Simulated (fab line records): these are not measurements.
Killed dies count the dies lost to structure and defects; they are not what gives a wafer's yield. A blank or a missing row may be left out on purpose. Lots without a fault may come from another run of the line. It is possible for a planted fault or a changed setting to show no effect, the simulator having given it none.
Chamber matching + flow n5_finfet + 3 sister chambers for N5_BEOL_M10_CURE_71 on uv_cure-01
The step cures SiCOH lowk, time 240 s. 5 wafers are shown with their chamber, then 8 later ones without.

WAFERS, EACH WITH ITS CHAMBER
| wafer  | chamber | lamp_power_pct (%) | wafer_temp_C_max |
|--------|---------|--------------------|------------------|
| L086.2 | 1       | 52.29              | 386.8            |
| L086.4 | 1       | 52.25              | 387.7            |
| L088.2 | 2       | 52.38              | 387.0            |
| L088.4 | 2       | 52.32              | 386.5            |
| L090.1 | 0       | 52.19              | 386.6            |

WAFERS WITH NO CHAMBER GIVEN
| wafer  | lamp_power_pct (%) | wafer_temp_C_max |
|--------|--------------------|------------------|
| L090.2 | 52.36              | 386.8            |
| L090.4 | 52.29              | 386.7            |
| L092.3 | 52.24              | 386.8            |
| L092.4 | 52.31              | 386.1            |
| L092.5 | 52.29              | 386.4            |
| L096.3 | 52.38              | 386.4            |
| L096.5 | 52.31              | 386.5            |
| L096.6 | 52.33              | 386.2            |

WHICH CHAMBER EACH WENT THROUGH
| wafer  | from the rows above          | in truth                   |
|--------|------------------------------|----------------------------|
| L090.2 | 2                            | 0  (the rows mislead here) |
| L090.4 | can't be placed: 1 or 2 or 0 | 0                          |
| L092.3 | can't be placed: 1 or 0 or 2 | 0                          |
| L092.4 | can't be placed: 2 or 1 or 0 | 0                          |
| L092.5 | can't be placed: 1 or 2 or 0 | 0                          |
| L096.3 | 2                            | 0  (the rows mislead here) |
| L096.5 | can't be placed: 2 or 1      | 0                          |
| L096.6 | can't be placed: 2 or 1      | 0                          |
Correct placement for 0 of the 8. Cannot be placed on the basis of these rows: 6; the candidates contain the true chamber in 4. Number placed wrongly: 2.
How it was worked out, from the rows above alone: a wafer's distance from a chamber is the root of the sum, over the readings, of the square of ((its reading less the chamber's mean) divided by the reading's scatter). The wafer belongs to the nearest chamber; if the next one is less than 2 further off, it can't be placed. The mean given for a chamber averages the wafers shown for that chamber. The scatter: take each reading less its chamber's mean, square it, sum over the shown wafers, divide by the number of wafers less the number of chambers, and take the root.
